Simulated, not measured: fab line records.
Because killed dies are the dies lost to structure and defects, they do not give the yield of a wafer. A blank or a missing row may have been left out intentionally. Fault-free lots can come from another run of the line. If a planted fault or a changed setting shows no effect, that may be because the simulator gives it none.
fab line records	flow nandHarc
record: lots: 6	wafers: 18	lastDay: 33
route steps=1302 shown A_DECK1_JOINT@539 A_ONON_D2@545 END@1302
lots untouched by any fault: they come from a run of this same line in which no faults occurred
startH: hours from the record's first day to the start of the lot's first wafer shown	waitH: hours elapsed since this lot's preceding step	" as in the row above	L1.1+2: one row covering several wafers at once	- no value, or no start given	* or withheld: withheld	< > ~ a bound
route shown NAME@n: names a module that has steps shown in the file, with the first one's number in the route	usual: average and standard deviation across the fault-free wafers	same: alike in all rows	chamber/n: place in a boat	sites: each site's reading	_std_site: their standard deviation	_edge_site: outer sites' mean less inner sites'	radiusMm: how far each site lies from the wafer's centre	mask NAME#n: copy n	behind: the most recent tool/chamber to have shaped the wafer	hold: cause of the lot's hold/its duration in hours/its outcome	device: whichever transistor did not switch (one of n, p or np)	end of line: the route-end tests of the same wafers	step lacking rows: just its recipe	killed: dies that structure and defects cost at the first sort, which is not the same as the wafer's yield	map: per-die view of a wafer (x killed, . not killed, _ where there is no die)
set.NAME: the run value of the setting; set.NAME@STEP: its run value at that earlier step	model.NAME: the simulator's own value behind a step, which no gauge read
a table for each step, a row for each wafer; lots at some steps of the route
services: the hour from which a tool's chamber was out of use, counted from the record's first day as startH (under 0 if before that day), plus the number of hours and why
== steps ==
step: NHARC_A_DECK1_JOINT_CMP_02
recipe: material: SiOx
usual: motorCurrentA: 11.9/0.97
lot.wafer	tool	chamber	startH	waitH	motorCurrentA
L136.4	cmp-04	1	297.44	0.4	10.3
L136.3	"	2	"	"	12.8
L136.6	"	1	"	"	10.0
L141.2	cmp-01	3	339.56	0.4	12.0
L141.3	"	2	"	"	11.4
L141.5	"	3	"	"	12.0
L142.4	cmp-01	0	351.14	0.4	11.8
L142.2	"	1	"	"	11.0
L142.6	"	0	"	"	11.2
L147.2	cmp-04	2	397.56	0.4	13.1
L147.4	"	1	"	"	10.4
L147.5	"	3	"	"	13.4
L150.1	cmp-04	2	412.79	0.4	13.3
L150.5	"	0	"	"	11.6
L150.6	"	1	"	"	10.2
L157.2	cmp-04	1	490.83	0.4	10.0
L157.4	"	2	"	"	13.1
L157.6	"	1	"	"	10.5
step: NHARC_A_DECK1_JOINT_SRD_15
step: NHARC_A_DECK1_JOINT_DEP_16
recipe: targetThkA: 450	tempC: 400	pressureTorr: 6.5	rfW: 900	teosFlowSccm: 161.4	flowSccm: 2650	targetThkNm: 45	gas: O2	material: SiO2
usual: heaterPowerW: 558/82	throttleValvePct: 16.3/0.58
lot.wafer	tool	chamber	startH	waitH	heaterPowerW	throttleValvePct
L136.3	pecvd-03	1	297.83	0.1	613	16.1
L136.6	"	2	"	"	555	15.9
L136.4	"	0	"	"	562	16.6
L141.2	pecvd-03	1	339.96	0.1	630	16.2
L141.3	"	2	"	"	577	15.7
L141.5	"	2	"	"	582	16.0
L142.2	pecvd-01	0	351.57	0.1	433	17.2
L142.4	"	0	"	"	437	16.8
L142.6	"	1	"	"	513	16.3
L147.2	pecvd-01	1	397.95	0.1	500	16.3
L147.5	"	1	"	"	502	16.6
L147.4	"	0	"	"	513	17.2
L150.1	pecvd-04	1	413.19	0.1	453	16.1
L150.6	"	2	"	"	708	16.1
L150.5	"	1	"	"	459	16.1
L157.2	pecvd-04	1	491.45	0.3	436	16.0
L157.4	"	2	"	"	688	16.0
L157.6	"	0	"	"	592	16.3
step: NHARC_A_DECK1_JOINT_THK_MEAS_17
recipe: thkMeasGauge: ellipsometry
usual: thkNm: 45.0/1.2
lot.wafer	tool	chamber	startH	waitH	thkNm
L136.3	filmMetro-02	-	298.11	0.3	46.5
L136.4	"	-	"	"	46.0
L136.6	"	-	"	"	45.0
L141.2	filmMetro-01	-	340.24	0.3	43.9
L141.3	"	-	"	"	45.1
L141.5	"	-	"	"	46.9
L142.2	filmMetro-02	-	351.82	0.2	45.2
L142.4	"	-	"	"	43.6
L142.6	"	-	"	"	47.1
L147.2	filmMetro-02	-	398.23	0.3	46.1
L147.4	"	-	"	"	45.6
L147.5	"	-	"	"	46.4
L150.1	filmMetro-01	-	413.41	0.2	44.3
L150.5	"	-	"	"	45.8
L150.6	"	-	"	"	47.8
L157.2	filmMetro-02	-	491.67	0.2	45.2
L157.4	"	-	"	"	46.3
L157.6	"	-	"	"	44.3
step: NHARC_A_DECK1_JOINT_INSPECT_05
usual: rawDefectCount: 305/120
lot.wafer	tool	chamber	startH	waitH	rawDefectCount
L136.3	defectInspect-01	-	298.15	0.0	239
L136.4	"	-	"	"	287
L136.6	"	-	"	"	166
L141.2	defectInspect-02	-	340.28	0.0	318
L141.3	"	-	"	"	132
L141.5	"	-	"	"	148
L142.2	defectInspect-02	-	351.85	0.0	211
L142.4	"	-	"	"	188
L142.6	"	-	"	"	246
L147.2	defectInspect-01	-	398.27	0.0	349
L147.4	"	-	"	"	335
L147.5	"	-	"	"	364
L150.1	defectInspect-02	-	413.45	0.0	354
L150.5	"	-	"	"	372
L150.6	"	-	"	"	538
L157.2	defectInspect-01	-	491.71	0.0	215
L157.4	"	-	"	"	171
L157.6	"	-	"	"	184
step: NHARC_A_ONON_D2_DEP_00
recipe: targetThkA: 10000	n2FlowSccm: 2750	n2oFlowSccm: 2000	nh3FlowSccm: 500	sih4FlowSccm: 210	tempC: 400
step: NHARC_A_ONON_D2_THK_MEAS_02
recipe: thkMeasGauge: ellipsometry
usual: thkNm: 1000/11
lot.wafer	tool	chamber	startH	waitH	thkNm
L136.3	filmMetro-02	-	298.73	-	1001
L136.4	"	-	"	"	999
L136.6	"	-	"	"	999
L141.2	filmMetro-02	-	340.86	-	1018
L141.3	"	-	"	"	1021
L141.5	"	-	"	"	1018
L142.2	filmMetro-02	-	352.44	-	990
L142.4	"	-	"	"	990
L142.6	"	-	"	"	991
L147.2	filmMetro-01	-	398.85	-	996
L147.4	"	-	"	"	996
L147.5	"	-	"	"	997
L150.1	filmMetro-01	-	414.02	-	990
L150.5	"	-	"	"	991
L150.6	"	-	"	"	991
L157.2	filmMetro-01	-	492.29	-	1001
L157.4	"	-	"	"	1002
L157.6	"	-	"	"	1002
step: NHARC_A_ONON_D2_DEP_03
recipe: targetThkA: 10000	n2FlowSccm: 2750	n2oFlowSccm: 2000	nh3FlowSccm: 500	sih4FlowSccm: 210	tempC: 400
step: NHARC_A_ONON_D2_THK_MEAS_05
recipe: thkMeasGauge: ellipsometry
usual: thkNm: 999/12
lot.wafer	tool	chamber	startH	waitH	thkNm
L136.3	filmMetro-02	-	299.29	-	1023
L136.4	"	-	"	"	1022
L136.6	"	-	"	"	1023
L141.2	filmMetro-01	-	341.42	-	987
L141.3	"	-	"	"	990
L141.5	"	-	"	"	988
L142.2	filmMetro-02	-	353.00	-	1006
L142.4	"	-	"	"	1006
L142.6	"	-	"	"	1005
L147.2	filmMetro-01	-	399.41	-	993
L147.4	"	-	"	"	993
L147.5	"	-	"	"	994
L150.1	filmMetro-02	-	414.59	-	1002
L150.5	"	-	"	"	1000
L150.6	"	-	"	"	1003
L157.2	filmMetro-01	-	493.03	-	1013
L157.4	"	-	"	"	1016
L157.6	"	-	"	"	1016
step: NHARC_A_ONON_D2_DEP_06
recipe: targetThkA: 10000	n2FlowSccm: 2750	n2oFlowSccm: 2000	nh3FlowSccm: 500	sih4FlowSccm: 210	tempC: 400
step: NHARC_A_ONON_D2_THK_MEAS_08
recipe: thkMeasGauge: ellipsometry
usual: thkNm: 1002/8.1
lot.wafer	tool	chamber	startH	waitH	thkNm
L136.3	filmMetro-01	-	299.86	-	1004
L136.4	"	-	"	"	1007
L136.6	"	-	"	"	1005
L141.2	filmMetro-01	-	341.99	-	1003
L141.3	"	-	"	"	1003
L141.5	"	-	"	"	1005
L142.2	filmMetro-02	-	353.56	-	1007
L142.4	"	-	"	"	1007
L142.6	"	-	"	"	1007
L147.2	filmMetro-02	-	399.98	-	1018
L147.4	"	-	"	"	1018
L147.5	"	-	"	"	1020
L150.1	filmMetro-01	-	415.16	-	1006
L150.5	"	-	"	"	1006
L150.6	"	-	"	"	1006
L157.2	filmMetro-01	-	493.73	-	1005
L157.4	"	-	"	"	1004
L157.6	"	-	"	"	1005
step: NHARC_A_ONON_D2_DEP_09
recipe: targetThkA: 10000	n2FlowSccm: 2750	n2oFlowSccm: 2000	nh3FlowSccm: 500	sih4FlowSccm: 210	tempC: 400
usual: nh3FlowSccm: 500.4/1.5
lot.wafer	tool	chamber	startH	waitH	nh3FlowSccm
L136.3	pecvdOnon-02	0	300.04	0.2	500.5
L136.4	"	0	"	"	499.8
L136.6	"	0	"	"	501.1
L141.2	pecvdOnon-02	0	342.10	0.1	501.3
L141.3	"	0	"	"	502.3
L141.5	"	0	"	"	500.1
L142.2	pecvdOnon-02	0	353.67	0.1	501.7
L142.4	"	0	"	"	502.9
L142.6	"	0	"	"	502.7
L147.2	pecvdOnon-01	0	400.09	0.1	501.2
L147.4	"	0	"	"	499.7
L147.5	"	0	"	"	497.3
L150.1	pecvdOnon-04	0	415.22	0.1	501.3
L150.5	"	0	"	"	501.5
L150.6	"	0	"	"	501.6
L157.2	pecvdOnon-01	0	493.98	0.2	499.5
L157.4	"	0	"	"	500.0
L157.6	"	0	"	"	499.2
step: NHARC_A_ONON_D2_THK_MEAS_11
recipe: thkMeasGauge: ellipsometry
usual: thkNm: 1001/9.5
lot.wafer	tool	chamber	startH	waitH	thkNm
L136.3	filmMetro-02	-	300.43	-	1000
L136.4	"	-	"	"	999
L136.6	"	-	"	"	999
L141.2	filmMetro-02	-	342.55	-	1612
L141.3	"	-	"	"	1614
L141.5	"	-	"	"	1615
L142.2	filmMetro-01	-	354.13	-	1635
L142.4	"	-	"	"	1634
L142.6	"	-	"	"	1635
L147.2	filmMetro-02	-	400.54	-	1014
L147.4	"	-	"	"	1011
L147.5	"	-	"	"	1014
L150.1	filmMetro-01	-	415.73	-	1009
L150.5	"	-	"	"	1011
L150.6	"	-	"	"	1010
L157.2	filmMetro-02	-	494.43	-	995
L157.4	"	-	"	"	993
L157.6	"	-	"	"	993
step: NHARC_A_ONON_D2_DEP_12
recipe: targetThkA: 10000	n2FlowSccm: 2750	n2oFlowSccm: 2000	nh3FlowSccm: 500	sih4FlowSccm: 210	tempC: 400
step: NHARC_END_SORT_01
recipe: tempC: 25
usual: killedAtArray: 59/20	killedAtOther: 0.8/1	killedAtPeriphery: 3.2/2.1	killedDies: 63/21	killedOpen: 3.0/1.9	killedShort: 2.3/1.5
same: grossDies: 677
lot.wafer	tool	chamber	startH	waitH	killedAtArray	killedAtOther	killedAtPeriphery	killedDies	killedOpen	killedShort
L141.2	prober-01	0	638.29	2.8	676	0	1	677	4	3
L141.3	prober-01	0	639.08	3.1	674	0	3	677	1	1
L141.5	prober-01	0	640.68	3.7	673	1	3	677	1	3
L142.2	prober-02	0	646.11	2.8	671	0	6	677	3	2
L142.4	prober-02	0	647.74	3.5	671	1	5	677	1	2
L142.6	prober-02	0	649.37	4.1	669	0	8	677	2	4
L147.2	prober-01	0	678.89	2.8	105	0	3	108	2	0
L147.4	prober-01	0	680.49	3.4	92	0	0	92	0	2
L147.5	prober-01	0	681.28	3.7	82	0	0	82	1	2
killed by level:class
L141.2 A_ONON_D2:areaDep=607 A_SLIT:chamberFilmFlake=31 A_CHANNEL_HOLE_D1:chamberFilmFlake=10 A_CHANNEL_HOLE_D2:chamberFilmFlake=7 A_CONTACT:chamberFilmFlake=7 A_STAIRCASE:chamberFilmFlake=2 A_WL_FILL:chamberFilmFlake=2 A_SOURCE_PLATE:geometricParticle:open=1
L141.3 A_ONON_D2:areaDep=605 A_SLIT:chamberFilmFlake=35 A_CHANNEL_HOLE_D2:chamberFilmFlake=15 A_CONTACT:chamberFilmFlake=6 A_STAIRCASE:chamberFilmFlake=5 A_CHANNEL_HOLE_D1:chamberFilmFlake=3 A_SGD_CUT:chamberFilmFlake=3 P_CONTACT:geometricParticle:open=1
L141.5 A_ONON_D2:areaDep=616 A_SLIT:chamberFilmFlake=30 A_CHANNEL_HOLE_D2:chamberFilmFlake=7 A_CONTACT:chamberFilmFlake=7 A_CHANNEL_HOLE_D1:chamberFilmFlake=4 A_SGD_CUT:chamberFilmFlake=4 A_WL_FILL:chamberFilmFlake=2 P_M0:geometricParticle:short=1
L142.2 A_ONON_D2:areaDep=606 A_CHANNEL_HOLE_D1:chamberFilmFlake=33 A_CHANNEL_HOLE_D2:chamberFilmFlake=13 A_STAIRCASE:chamberFilmFlake=7 P_GATE:chamberFilmFlake=4 A_CONTACT:chamberFilmFlake=4 A_CHANNEL_FILL_D1:chamberFilmFlake=3 P_CONTACT:geometricParticle:open=1
L142.4 A_ONON_D2:areaDep=618 A_CHANNEL_HOLE_D1:chamberFilmFlake=25 A_CHANNEL_HOLE_D2:chamberFilmFlake=11 A_STAIRCASE:chamberFilmFlake=6 A_CONTACT:chamberFilmFlake=5 P_GATE:chamberFilmFlake=3 P_CONTACT:geometricParticle:short=1 A_DECK1_JOINT:geometricParticle:short=1
L142.6 A_ONON_D2:areaDep=624 A_CHANNEL_HOLE_D1:chamberFilmFlake=18 A_CHANNEL_HOLE_D2:chamberFilmFlake=13 P_GATE:chamberFilmFlake=6 A_CONTACT:chamberFilmFlake=5 A_STAIRCASE:chamberFilmFlake=3 P_CONTACT:geometricParticle:open=1 P_M0:geometricParticle:open=1
L147.2 A_SLIT:chamberFilmFlake=34 A_CHANNEL_HOLE_D1:chamberFilmFlake=25 A_CHANNEL_HOLE_D2:chamberFilmFlake=18 A_STAIRCASE:chamberFilmFlake=10 A_CONTACT:chamberFilmFlake=10 A_SGD_CUT:chamberFilmFlake=4 P_CONTACT:geometricParticle:open=2 A_ZERO_WELL:chamberFilmFlake=2
L147.4 A_CHANNEL_HOLE_D1:chamberFilmFlake=29 A_SLIT:chamberFilmFlake=24 A_CHANNEL_HOLE_D2:chamberFilmFlake=13 A_STAIRCASE:chamberFilmFlake=10 A_CONTACT:chamberFilmFlake=8 A_SGD_CUT:chamberFilmFlake=3 A_DECK1_JOINT:geometricParticle:short=1 A_CONTACT:geometricParticle:short=1
L147.5 A_CHANNEL_HOLE_D1:chamberFilmFlake=29 A_SLIT:chamberFilmFlake=26 A_CONTACT:chamberFilmFlake=8 A_STAIRCASE:chamberFilmFlake=5 A_CHANNEL_HOLE_D2:chamberFilmFlake=5 A_ZERO_WELL:chamberFilmFlake=3 A_M1:chamberFilmFlake=2 A_DECK1_JOINT:geometricParticle:short=1
map L141.2 (x killed, . not)
____________x____________
_________xxxxxxx_________
_______xxxxxxxxxxx_______
______xxxxxxxxxxxxx______
_____xxxxxxxxxxxxxxx_____
____xxxxxxxxxxxxxxxxx____
____xxxxxxxxxxxxxxxxx____
___xxxxxxxxxxxxxxxxxxx___
___xxxxxxxxxxxxxxxxxxx___
__xxxxxxxxxxxxxxxxxxxxx__
__xxxxxxxxxxxxxxxxxxxxx__
_xxxxxxxxxxxxxxxxxxxxxxx_
_xxxxxxxxxxxxxxxxxxxxxxx_
_xxxxxxxxxxxxxxxxxxxxxxx_
_xxxxxxxxxxxxxxxxxxxxxxx_
_xxxxxxxxxxxxxxxxxxxxxxx_
xxxxxxxxxxxxxxxxxxxxxxxxx
xxxxxxxxxxxxxxxxxxxxxxxxx
xxxxxxxxxxxxxxxxxxxxxxxxx
xxxxxxxxxxxxxxxxxxxxxxxxx
xxxxxxxxxxxxxxxxxxxxxxxxx
_xxxxxxxxxxxxxxxxxxxxxxx_
_xxxxxxxxxxxxxxxxxxxxxxx_
_xxxxxxxxxxxxxxxxxxxxxxx_
_xxxxxxxxxxxxxxxxxxxxxxx_
_xxxxxxxxxxxxxxxxxxxxxxx_
__xxxxxxxxxxxxxxxxxxxxx__
__xxxxxxxxxxxxxxxxxxxxx__
___xxxxxxxxxxxxxxxxxxx___
___xxxxxxxxxxxxxxxxxxx___
____xxxxxxxxxxxxxxxxx____
____xxxxxxxxxxxxxxxxx____
_____xxxxxxxxxxxxxxx_____
______xxxxxxxxxxxxx______
_______xxxxxxxxxxx_______
_________xxxxxxx_________
____________x____________
map L142.2 (x killed, . not)
____________x____________
_________xxxxxxx_________
_______xxxxxxxxxxx_______
______xxxxxxxxxxxxx______
_____xxxxxxxxxxxxxxx_____
____xxxxxxxxxxxxxxxxx____
____xxxxxxxxxxxxxxxxx____
___xxxxxxxxxxxxxxxxxxx___
___xxxxxxxxxxxxxxxxxxx___
__xxxxxxxxxxxxxxxxxxxxx__
__xxxxxxxxxxxxxxxxxxxxx__
_xxxxxxxxxxxxxxxxxxxxxxx_
_xxxxxxxxxxxxxxxxxxxxxxx_
_xxxxxxxxxxxxxxxxxxxxxxx_
_xxxxxxxxxxxxxxxxxxxxxxx_
_xxxxxxxxxxxxxxxxxxxxxxx_
xxxxxxxxxxxxxxxxxxxxxxxxx
xxxxxxxxxxxxxxxxxxxxxxxxx
xxxxxxxxxxxxxxxxxxxxxxxxx
xxxxxxxxxxxxxxxxxxxxxxxxx
xxxxxxxxxxxxxxxxxxxxxxxxx
_xxxxxxxxxxxxxxxxxxxxxxx_
_xxxxxxxxxxxxxxxxxxxxxxx_
_xxxxxxxxxxxxxxxxxxxxxxx_
_xxxxxxxxxxxxxxxxxxxxxxx_
_xxxxxxxxxxxxxxxxxxxxxxx_
__xxxxxxxxxxxxxxxxxxxxx__
__xxxxxxxxxxxxxxxxxxxxx__
___xxxxxxxxxxxxxxxxxxx___
___xxxxxxxxxxxxxxxxxxx___
____xxxxxxxxxxxxxxxxx____
____xxxxxxxxxxxxxxxxx____
_____xxxxxxxxxxxxxxx_____
______xxxxxxxxxxxxx______
_______xxxxxxxxxxx_______
_________xxxxxxx_________
____________x____________
== services ==
tool	chamber	startH	hours	kind
cmp-04	-	278.65	2.7	repair
cmp-01	-	283.50	4.0	pm
pecvd-01	1	295.57	4.7	repair
pecvd-04	2	298.47	13.5	repair
cmp-04	-	308.03	4.0	pm
cmp-01	-	309.13	5.1	repair
pecvd-01	-	311.00	13.0	pm
cmp-01	-	323.73	0.8	repair
pecvdOnon-02	-	327.18	0.1	repair
cmp-04	-	327.57	5.5	repair
cmp-01	-	344.99	2.0	repair
pecvd-03	-	366.14	13.0	pm
pecvdOnon-02	-	366.53	13.0	pm
cmp-04	-	374.40	5.8	repair
cmp-01	-	381.50	4.0	pm
cmp-04	-	406.03	4.0	pm
pecvd-04	1	425.09	23.7	repair
pecvd-03	-	429.81	1.5	repair
cmp-04	-	431.00	0.3	repair
pecvd-01	0	435.41	12.2	repair
cmp-01	-	446.67	4.7	repair
pecvd-04	-	450.00	13.0	pm
pecvdOnon-01	-	450.00	13.0	pm
pecvdOnon-02	-	464.77	2.9	repair
== key ==
firstSign: step: NHARC_A_ONON_D2_THK_MEAS_11	reading: thkNm	direction: up	sigmas: 66	usual: 1001	struck: 1624
effect: step: NHARC_END_SORT_01	reading: killedAtArray	direction: up	sigmas: 30	usual: 59	struck: 672
moreKillsBornAt: NHARC_A_ONON_D2_DEP_09@pecvdOnon-02: 3676
metAt NHARC_A_ONON_D2_DEP_09
struckWafers L141.2,L141.3,L141.5,L142.2,L142.4,L142.6
laterRowsLeftOut L141.2,L141.3,L141.5,L142.2,L142.4,L142.6
testerLeftOut L141,L142
onsetBetween 300.04 342.10
alsoFits NHARC_A_DECK1_JOINT_CMP_02:cmp-01
fault: kind: processParameterDrift	tool: pecvdOnon-02	chamber: 0	onsetH: 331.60	steps: NHARC_A_ONON_D2_DEP_09	channel: targetThkA	offset: *	shape: step	endH: 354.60	actsIn: *	stated: *
testerLeftOut: of these lots the tester's yield and bins aren't shown, on N5 and GAA mostly nor the transistor test; their killed dies are dies lost to structure and defects alone, not to doping, threshold or leakage, so they don't give the yield
laterRowsLeftOut: the simulator's readings of these wafers behind a module that went badly wrong aren't trusted and aren't shown, but for the sort
